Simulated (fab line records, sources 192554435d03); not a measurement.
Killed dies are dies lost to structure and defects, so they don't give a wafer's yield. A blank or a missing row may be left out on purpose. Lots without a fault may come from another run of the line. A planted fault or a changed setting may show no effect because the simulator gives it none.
Which tool did it? | flow n5_finfet | 9 lots, 27 wafers sampled, at 3 steps of a route of 1938

WHAT THE GAUGES READ, wafer by wafer
N5_BEOL_M7_OCD_MEAS_38.
lot  | measured     | on     | trench_depth_nm (nm)
L300 | day 10 04:09 | ocd-01 | 90.8 94.4 91.3
L302 | day 11 00:49 | ocd-02 | 93.6 93.1 92.8
L303 | day 11 02:45 | ocd-02 | 91.4 92.7 90.9
L304 | day 11 08:52 | ocd-01 | 93.1 93.6 92.5
L307 | day 11 20:56 | ocd-02 | 92.7 92.1 93.0
L312 | day 14 02:53 | ocd-02 | 92.3 92.3 91.3
L321 | day 16 19:43 | ocd-01 | 82.8 83.0 92.0
L323 | day 16 23:28 | ocd-01 | 94.8 93.5 93.8
L322 | day 17 11:01 | ocd-02 | 93.7 91.4 83.7

WHICH TOOL RAN EACH LOT (tool, then ch and the chambers of the sampled wafers, then the start)
lot  | N5_BEOL_M7_DESCUM_33               | N5_BEOL_M7_TRENCH_ETCH_37
L300 | rie_diel-02 ch 0,2, day 10 03:43   | rie_diel-02 ch 0,2, day 10 03:59
L302 | rie_diel-02 ch 2,3, day 11 00:23   | rie_diel-02 ch 2,3, day 11 00:40
L303 | rie_diel-01 ch 0,1,3, day 11 02:19 | rie_diel-01 ch 0,1,3, day 11 02:35
L304 | rie_diel-01 ch 0,2,3, day 11 08:26 | rie_diel-01 ch 0,2,3, day 11 08:42
L307 | rie_diel-01 ch 0,3, day 11 20:30   | rie_diel-01 ch 0,3, day 11 20:46
L312 | rie_diel-02 ch 0,1,3, day 14 02:28 | rie_diel-02 ch 0,1,3, day 14 02:44
L321 | rie_diel-02 ch 2,3, day 16 19:17   | rie_diel-02 ch 2,3, day 16 19:33
L323 | rie_diel-04 ch 0,1, day 16 23:02   | rie_diel-04 ch 0,1, day 16 23:19
L322 | rie_diel-02 ch 0,2,3, day 17 10:35 | rie_diel-02 ch 0,2,3, day 17 10:51
- N5_BEOL_M7_DESCUM_33: chemistry O2, time 7 s.
- N5_BEOL_M7_TRENCH_ETCH_37: etches SiCOH lowk in C4F6/O2, target depth 93.478 nm, time 31.2 s.

THE ANSWER, worked out from the rows above alone
Rule: what is usual is taken from the lots themselves. Put in order of their means at a reading, lots are off if they are a third of the lots or fewer, leave a main group of 4 or more, and stand apart from it by a gap of 3 or more times the standard deviation of the main group's means; of several such gaps the widest counts. A main group whose means are all the same, to the digits that the tables above print for the reading, isn't used. A lot without any number at a reading at which 4 lots or more have one is off too. The other lots that the step has rows for count as sound.
No lot is off at any reading shown: from this, nothing can be told.

WHAT THE SIMULATOR HAD PUT IN
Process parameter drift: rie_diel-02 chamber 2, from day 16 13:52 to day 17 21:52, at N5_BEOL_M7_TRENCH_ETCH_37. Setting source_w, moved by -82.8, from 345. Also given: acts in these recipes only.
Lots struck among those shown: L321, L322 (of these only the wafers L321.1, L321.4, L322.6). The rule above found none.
